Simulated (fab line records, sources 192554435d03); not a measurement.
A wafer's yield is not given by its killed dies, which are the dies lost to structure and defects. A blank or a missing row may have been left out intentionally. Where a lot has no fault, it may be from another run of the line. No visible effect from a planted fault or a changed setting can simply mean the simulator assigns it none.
Comparing a struck lot with a sound one	flow n5 finfet	14 steps out of a route of 1938
Sound: the wafers L798.1, L798.3, L798.4. Struck: wafers L816.1, L816.4, L816.5. Last of all comes the cause.
For every step that has rows: the tool of each side, followed by ch and its chambers, followed by its first start. Under that, the readings that differ: sound wafers	struck wafers	difference of the means	sigmas: that difference in standard deviations of wafers without a fault.
alike: readings with means less than 2 such deviations apart, plus words and numbers identical on both sides. not compared: withheld readings, readings lacking a value on some wafer, bounds such as >300 that could conceal the same value, and numbers that have no deviation in the record and whose values overlap.
Wherever a step has rows on one side only, a row that says differs or no value, or a row with sigmas, the two part there. Numbers that have no deviation but don't overlap get no sigmas and don't part them. A reading that every wafer of one side lacks parts them only if that side has two wafers or more.

N5_MOL_CONTACT_COAG_STRIP_119: strips in N2/H2, time 30 s.
  sound on plasma asher-02 ch 0,1, day 5 11:49; struck on plasma asher-01 ch 0,1, day 9 19:52
  alike: drypump motor current A, h2 flow sccm, heater power w, n2 flow sccm, temp c
  not compared: rf hours counter h
then, 2 steps without rows for these wafers: N5_MOL_CONTACT_COAG_PRECLEAN_144 (cleans in alkaline clean, time 60 s); N5_MOL_CONTACT_COAG_SRD_145 (time 30 s).
N5_MOL_CONTACT_COAG_CD_MEAS_137: target cd 16 nm.
  sound: cd sem-03 at day 5 11:58; struck: cd sem-01 at day 9 20:01
reading	sound	struck	difference	sigmas
cd nm (nm)	14.9 15.4 15.4	16.4 16.2 15.9	+0.9	+2
then, 8 steps without rows for these wafers: N5_MOL_CONTACT_COAG_COAT_62 (time 60 s, resist thk 60 nm); N5_MOL_CONTACT_COAG_COAT_63 (time 60 s, resist thk 10 nm); N5_MOL_CONTACT_COAG_COAT_64 (time 60 s, resist thk 10 nm); N5_MOL_CONTACT_COAG_COAT_34 (resist thk 40 nm); N5_MOL_CONTACT_COAG_EBR_36; N5_MOL_CONTACT_COAG_SOFTBAKE_35 (time 60 s); N5_MOL_CONTACT_COAG_EXPOSE_37 (exposes mask VD, defocus 0 nm); N5_MOL_CONTACT_COAG_PEB_38 (peb time 60 s).
N5_MOL_CONTACT_COAG_DEVELOP_39: develop time 30 s.
  sound on litho track-01 ch 0, day 5 12:13; struck on litho track-03, day 9 20:16
  no value came back on the struck wafers for chill plate temp C (C), develop time s (s); on the sound wafers chill plate temp C (C) reads 22.90 22.97 23.13
reading	sound	struck	difference	sigmas
model.CAR-EUV_of_MOL_CONTACT_COAG_COAT_34.thk nm (nm)	39.4 39.4 39.4	40 39.8 39.8	+0	
N5_MOL_CONTACT_COAG_CD_MEAS_40: target cd 25.1 nm.
  sound on cd sem-03 ch 0, day 5 12:17; struck on cd sem-01 ch 0, day 9 20:20
reading	sound	struck	difference	sigmas
cd nm (nm)	24.68 24.79 25.01	- - -	no value on the struck wafers	

== WHERE THEY PART ==
Earliest at N5_MOL_CONTACT_COAG_CD_MEAS_137; latest, in this record, at N5_MOL_CONTACT_COAG_CD_MEAS_40.

WHY: the cause the simulator had injected
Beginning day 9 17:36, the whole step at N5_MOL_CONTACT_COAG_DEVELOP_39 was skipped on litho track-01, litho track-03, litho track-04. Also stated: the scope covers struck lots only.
